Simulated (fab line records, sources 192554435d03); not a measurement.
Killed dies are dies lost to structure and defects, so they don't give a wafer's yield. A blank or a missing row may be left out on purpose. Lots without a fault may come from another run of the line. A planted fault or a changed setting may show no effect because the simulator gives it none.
Split-lot experiment | flow n5_finfet | 7 lots, 21 wafers read, on a route of 1938 steps

THE SPLIT
At N5_BEOL_M14_SPUTTER_43 (material TaN, target thk 15 nm, time 24.19 s), the setting power_w was moved away from the recipe's 15000 W on 9 of the 21 wafers read, by -15.1% to +14.9%. The other wafers ran this setting at the recipe's value.

FROM THE SPLIT TO THE READING: what the file shows between them, 4 steps
- N5_BEOL_M14_SPUTTER_44: material Ta, target thk 15 nm, time 24.19 s
- N5_BEOL_M14_SPUTTER_45: material Cu, target thk 100 nm, time 16.67 s
- N5_BEOL_M14_ECD_47: material Cu, target thk 1248 nm
- N5_BEOL_M14_ANNEAL_48: time 90 s

THE READING
barrier_field_endpoint_s, in s, at N5_BEOL_M14_CMP_49 (polishes, stops on SiO2, t overpolish 5.2 s, target thk 560 nm). Fault-free wafers of this fab line usually give 11.26 s, standard deviation 0.23 s.

wafer  | tool, chamber at the split | power_w as run, W | against the recipe | barrier_field_endpoint_s, s | against lot-mates on the recipe
L076.1 | pvd_sputter-02, -          | 15000             | recipe             | 11.11                       | -
L076.5 | pvd_sputter-02, -          | 17140             | +14.3%             | 12.36                       | +1.25
L076.6 | pvd_sputter-02, -          | 17140             | +14.3%             | 12.04                       | +0.93
L080.2 | pvd_sputter-01, -          | 12740             | -15.1%             | 10.66                       | -0.50
L080.1 | pvd_sputter-01, -          | 15000             | recipe             | 11.16                       | -
L080.6 | pvd_sputter-01, -          | 12740             | -15.1%             | 10.49                       | -0.67
L086.3 | pvd_sputter-03, -          | 17230             | +14.9%             | 12.06                       | +0.68
L086.4 | pvd_sputter-03, -          | 17230             | +14.9%             | 12.38                       | +1.00
L086.5 | pvd_sputter-03, -          | 15000             | recipe             | 11.38                       | -
L091.1 | pvd_sputter-03, -          | 15000             | recipe             | 11.61                       | -
L091.3 | pvd_sputter-03, -          | 15000             | recipe             | 11.34                       | -
L091.5 | pvd_sputter-03, -          | 15000             | recipe             | 11.40                       | -
L093.1 | pvd_sputter-01, -          | 15000             | recipe             | 10.92                       | -
L093.4 | pvd_sputter-01, -          | 15000             | recipe             | 11.10                       | -
L093.5 | pvd_sputter-01, -          | 15000             | recipe             | 10.71                       | -
L097.2 | pvd_sputter-01, -          | 13720             | -8.5%              | 10.75                       | -0.27
L097.5 | pvd_sputter-01, -          | 15000             | recipe             | 11.06                       | -
L097.6 | pvd_sputter-01, -          | 15000             | recipe             | 10.98                       | -
L096.1 | pvd_sputter-02, -          | 16870             | +12.5%             | 11.90                       | +0.85
L096.6 | pvd_sputter-02, -          | 16870             | +12.5%             | 11.77                       | +0.72
L096.5 | pvd_sputter-02, -          | 15000             | recipe             | 11.05                       | -

THE FIT
A straight line over all 21 wafers: barrier_field_endpoint_s changes by +0.0571 s for each +1% of power_w; r = +0.91; the points scatter about the line by 0.24 s.
The same after taking each lot's own level away (the mean of its wafers on the recipe; 21 wafers): +0.0547 s for each +1%; r = +0.95; scatter 0.16 s.
On that fit, the largest move of power_w shifts the reading by 0.82 s.
The lots' own levels span 10.910 to 11.450 s, that is 2.3 times the standard deviation above.
So the lot-to-lot level changes the slope little: the two slopes agree.
Check: with one of the wafers moved furthest among these (-15.1%) left out of the fit, the line predicts -0.826 s for it against its lot-mates. It came out at -0.5 s against them.

OTHER SPLITS ON THESE WAFERS
These wafers also went through other splits before the reading. Each is held against what the fit with the lots' levels taken away leaves over:
other split on the same wafers | wafers away from the commonest value | r with barrier_field_endpoint_s (lot level and that fit taken away)
N5_BEOL_M12_ETCH_38 time_s     | 5                                    | -0.01
N5_BEOL_M14_COAT_04 spin_rpm   | 6                                    | +0.20

THE WHOLE CHAIN: every reading that the file lists as answering this split, in the file's order
step                   | what it does                                                   | reading                                                                            | change (the file's fit)               | r (the file's)
N5_BEOL_M14_SPUTTER_43 | material TaN, target thk 15 nm, time 24.19 s                   | TaN_of_BEOL_M14_SPUTTER_43.thk_nm (the simulator's own value, which no gauge read) | +0.148 nm for each +1% of the setting | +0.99
N5_BEOL_M14_CMP_49     | polishes, stops on SiO2, t overpolish 5.2 s, target thk 560 nm | barrier_field_endpoint_s                                                           | +0.0557 s for each +1% of the setting | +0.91

THE FILE'S OWN FIT
barrier_field_endpoint_s changes by +0.0557 s for each +1% of power_w, r = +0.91.
